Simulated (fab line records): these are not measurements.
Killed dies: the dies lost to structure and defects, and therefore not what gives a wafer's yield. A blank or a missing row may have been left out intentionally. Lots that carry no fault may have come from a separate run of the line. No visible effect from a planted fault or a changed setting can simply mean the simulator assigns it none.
Matching of chambers    flow nand_harc    NHARC_A_CONTACT_ETCH_90 on rie_diel-12: 4 sister chambers
The step etches the open film in CH3F/O2, target depth 40 nm, time 85.7 s. 27 wafers are shown with their chamber, then 12 later ones without.

## WAFERS PAIRED WITH THEIR CHAMBERS
wafer   chamber  showerhead_plenum_p_Torr (Torr)  drypump_motor_current_A (A)  rf_vpp_V (V)
L074.2  0        2.28                             5.4                          242.7
L074.5  0        2.28                             5.5                          241.9
L074.6  1        2.40                             6.6                          244.1
L084.2  2        2.61                             6.2                          245.4
L084.3  0        2.27                             5.4                          242.7
L084.5  0        2.28                             5.5                          243.0
L082.1  0        2.27                             5.5                          242.3
L082.4  1        2.39                             6.6                          242.7
L082.6  2        2.61                             6.3                          246.3
L087.3  1        2.39                             6.6                          244.8
L087.5  0        2.27                             5.4                          242.6
L087.6  1        2.39                             6.6                          243.5
L085.1  2        2.61                             6.3                          246.3
L085.5  2        2.61                             6.3                          245.9
L085.6  1        2.39                             6.6                          243.8
L089.1  2        2.61                             6.3                          246.4
L089.2  0        2.27                             5.5                          242.2
L089.5  0        2.27                             5.5                          241.1
L088.1  3        2.52                             5.4                          245.7
L088.2  2        2.61                             6.3                          247.0
L088.4  0        2.27                             5.5                          240.8
L090.1  2        2.61                             6.3                          247.6
L090.3  1        2.39                             6.6                          242.6
L090.6  2        2.61                             6.3                          247.6
L094.1  1        2.39                             6.6                          243.2
L094.3  2        2.61                             6.2                          246.0
L094.4  3        2.52                             5.3                          246.0

SIGNATURES, as means of the wafers listed above
reading                   chamber 0  chamber 1  chamber 2  chamber 3  scatter within a chamber
showerhead_plenum_p_Torr  2.2733     2.3914     2.6100     2.5200     0.00352
drypump_motor_current_A   5.467      6.600      6.278      5.350      0.042
rf_vpp_V                  242.144    243.529    246.500    245.850    0.747
Rule: a wafer lies at a distance from a chamber equal to the root of the sum of squares, over the readings, of (its reading less the chamber's mean, divided by the reading's scatter). The wafer belongs to the nearest chamber; if the next one is less than 2 further off, it can't be placed. How the scatter is found: for the shown wafers, subtract from each reading the mean of its chamber, square and add these, divide the total by (wafers less chambers), then take the root.

## WAFERS WITH NO CHAMBER GIVEN
wafer   showerhead_plenum_p_Torr (Torr)  drypump_motor_current_A (A)  rf_vpp_V (V)
L092.1  2.27                             5.4                          241.6
L092.2  2.39                             6.6                          241.2
L092.4  2.52                             5.3                          245.5
L093.1  2.61                             6.3                          245.0
L093.3  2.52                             5.3                          244.1
L093.4  2.39                             6.6                          243.3
L091.1  2.60                             6.3                          247.2
L091.5  2.52                             5.4                          245.4
L091.6  2.60                             6.2                          246.5
L095.1  2.52                             5.3                          244.4
L095.2  2.60                             6.3                          245.9
L095.3  2.39                             6.6                          243.5

## CHAMBER TAKEN BY EACH
wafer   from the rows above  in truth
L092.1  0                    0
L092.2  1                    1
L092.4  3                    3
L093.1  2                    2
L093.3  3                    3
L093.4  1                    1
L091.1  2                    2
L091.5  3                    3
L091.6  2                    2
L095.1  3                    3
L095.2  2                    2
L095.3  1                    1
Placed correctly: 12 of 12. Number that these rows cannot place: 0. Number placed wrongly: 0.
